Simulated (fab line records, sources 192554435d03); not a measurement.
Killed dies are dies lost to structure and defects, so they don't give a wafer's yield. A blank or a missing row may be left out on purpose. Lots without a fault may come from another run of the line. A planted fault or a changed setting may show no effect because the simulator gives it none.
Problem report in the 8D (eight disciplines) form, filled by code | flow n5_finfet | the parts of the form that need people (team, actions taken, sign-off) are left out

1. THE PROBLEM
bias_w at N5_BEOL_M1_ETCH_70 reads a mean of 106.4 W on 9 wafers of 3 lots; wafers without a fault read 150.0 W with a standard deviation of 0.39. That is -99 or more standard deviations from the usual mean.
The step: etches SOC in N2/H2, target depth 80 nm, overetch 16 nm, time 120 s.
First seen on wafer L875.1, day 7 22:55, on rie_diel-02. The record holds 29 wafers of 10 lots with a number at this step. Rule for "out", or "out of limits": more than 4 standard deviations from the usual mean. The other wafers with a number count as sound.

2. WHAT IT IS AND WHAT IT IS NOT
question                    | is                     | is not
which readings at this step | bias_w, rf_vpp_V       | drypump_motor_current_A, oes_product_au, showerhead_plenum_p_Torr, throttle_valve_pct
which lots                  | L875, L876, L879       | L869, L871, L873, L886, L887, L888, L889
which wafers of those lots  | all that have a number | -
read on which tools         | rie_diel-02            | rie_diel-03, rie_diel-05
when                        | from day 7 22:55       | up to then (9 sound wafers); but 11 sound wafers of L886, L887, L888, L889 came after

3. SUSPECTS, AND WHAT RULES EACH OUT
Counting: a tool at a process step up to the reading stays a suspect if it ran every lot that is out and no sound lot after the first of them.
- rie_diel-02 at N5_BEOL_M1_ETCH_70 (etches SOC in N2/H2, target depth 80 nm, overetch 16 nm, time 120 s): ruled out as a lasting fault. Sound lots L889 ran on it after its first lot that is out, L875 (day 7 22:55).
Left after counting: nothing in the record.

4. THE CAUSE (what the simulator had put in)
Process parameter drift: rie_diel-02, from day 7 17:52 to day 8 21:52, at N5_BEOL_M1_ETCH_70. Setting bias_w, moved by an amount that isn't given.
Counting ruled it out, wrongly.

5. THE CHAIN OF EFFECTS, in route order
Each row: a reading whose mean over the struck wafers that have a number lies more than 3 standard deviations from the usual. Only readings for which the record gives a usual standard deviation are gone through. hours: the time from each lot's start at the first step in this table that gives one to its start at this step, as a median over the lots. sigmas: the change in usual standard deviations.
hours | step               | reading  | usual   | on struck wafers | change | sigmas
0     | N5_BEOL_M1_ETCH_70 | bias_w   | 150.0 W | 106.4            | -43.6  | -99 or more
0     | N5_BEOL_M1_ETCH_70 | rf_vpp_V | 523.0 V | 420.5            | -102.5 | -39
The process steps in it:
- N5_BEOL_M1_ETCH_70: etches SOC in N2/H2, target depth 80 nm, overetch 16 nm, time 120 s.
Later measuring or inspecting steps at which every struck wafer that the step has a row for has a number for every such reading, and none has moved that far: N5_BEOL_M1_OCD_MEAS_38, N5_BEOL_M4_RC_MEAS_101.

6. WHAT WOULD HAVE CAUGHT IT SOONER
In this record the first reading out of limits was taken at day 7 22:55, 5 hours after the fault began at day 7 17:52.
